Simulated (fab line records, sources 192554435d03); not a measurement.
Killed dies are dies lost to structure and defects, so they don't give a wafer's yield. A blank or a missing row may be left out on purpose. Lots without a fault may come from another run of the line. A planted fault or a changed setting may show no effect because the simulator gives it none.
A struck lot beside a sound one | flow n5_finfet | 15 steps out of a route of 1938
Sound: wafers L308.1, L308.2, L308.3. Struck: wafers L313.5, L313.6. The cause comes at the end.
At each step with rows: each side's tool, then ch and its chambers, then its first start. Under that, the readings that differ: sound wafers | struck wafers | difference of the means | sigmas: that difference in standard deviations of wafers without a fault.
alike: readings whose means differ by less than 2 such deviations, and words and numbers that are the same on both sides. not compared: withheld readings, readings that some wafer has no value for, bounds like >300 that may hide the same value, and numbers for which the record gives no deviation and whose values overlap.
The two part at a step that has a row with sigmas, a row that says differs or no value, or rows on one side only. Numbers that don't overlap but have no deviation are shown without sigmas and don't part them. A reading that every wafer of one side lacks parts them only if that side has two wafers or more.

N5_BEOL_M10_STRIP_77: strips in N2/H2, time 10 s.
  sound on rie_diel-04 ch 0,1,2; struck on rie_diel-01 ch 0,1
  reading                | sound      | struck | difference                    | sigmas
  rf_hours_counter_h (h) | 148 14 215 | - -    | no value on the struck wafers |
  alike: drypump_motor_current_A, oes_product_au, rf_vpp_V, showerhead_plenum_p_Torr, throttle_valve_pct
N5_BEOL_M10_OCD_MEAS_38:
  sound on ocd-02, day 11 12:36; struck on ocd-01, day 12 21:46
  alike: trench_depth_nm
then, 4 steps without rows for these wafers: N5_BEOL_M10_HM_STRIP_39 (strips TiN in peroxide tin strip, target depth 25 nm, time 158 s); N5_BEOL_M10_SRD_40 (time 30 s); N5_BEOL_M10_PRECLEAN_42 (cleans in residue remover, time 60 s); N5_BEOL_M10_SRD_43 (time 30 s).
N5_BEOL_M10_CD_MEAS_35: target cd 70 nm.
  sound on cd_sem-02, day 11 12:46; struck on cd_sem-02, day 12 21:56
  reading    | sound          | struck    | difference | sigmas
  cd_nm (nm) | 70.9 70.2 71.1 | 69.6 68.2 | -1.8       | -2
N5_BEOL_M10_CURE_72: cures SiCOH lowk, time 120 s.
  sound on uv_cure-01 ch 1, day 11 12:48; struck on uv_cure-01 ch 2, day 12 22:17
  alike: lamp_power_pct, wafer_temp_C_max
then, 1 step without rows for these wafers: N5_BEOL_M10_DEGAS_44 (time 60 s).
N5_BEOL_M10_PRE_CLEAN_45: time 30 s.
  sound on pvd_sputter-02, day 11 13:38; struck on pvd_sputter-03, day 12 22:30
  alike: heater_power_w
N5_BEOL_M10_ALD_74: deposits TaN, target thk 2 nm, pulse time 2 s, purge time 3 s.
  sound on ald_metal-02 ch 1,2,3, day 11 13:41; struck on ald_metal-02 ch 0,3, day 12 22:40
  alike: heater_power_w, precursor_vessel_carrier_sccm
then, 1 step without rows for these wafers: N5_BEOL_M10_SURFACE_TREAT_76.
N5_BEOL_M10_CVD_75: deposits Co from CCTBA/H2, target thk 2 nm, time 138.9 s.
  sound on cvd_co-02 ch 0,1,2, day 11 14:16; struck on cvd_co-02 ch 0,2, day 12 22:59
  reading          | sound             | struck      | difference | sigmas
  run_length_s (s) | 160.9 161.2 161.9 | 122.5 121.7 | -39.2      | -98
N5_BEOL_M10_SPUTTER_48: material Cu, target thk 12 nm, time 2 s.
  sound on pvd_sputter-01, day 11 14:23; struck on pvd_sputter-03, day 12 23:10
  alike: cathode_dc_power_W, chamber_pressure_pa, throttle_valve_pct
-- the record jumps here: 2 days lie between the struck wafers' starts before and after (it left off in module BEOL_M10 and takes up again in module PASSIVATION, whose first step shown is number 1936 of the route) --
N5_PASSIVATION_PROBE_49:
  the record has rows for the struck wafers here (prober-01, day 15 00:04) and none for the sound ones

WHERE THEY PART
First at N5_BEOL_M10_STRIP_77; last, within this record, at N5_PASSIVATION_PROBE_49.

WHY: what the simulator had put in
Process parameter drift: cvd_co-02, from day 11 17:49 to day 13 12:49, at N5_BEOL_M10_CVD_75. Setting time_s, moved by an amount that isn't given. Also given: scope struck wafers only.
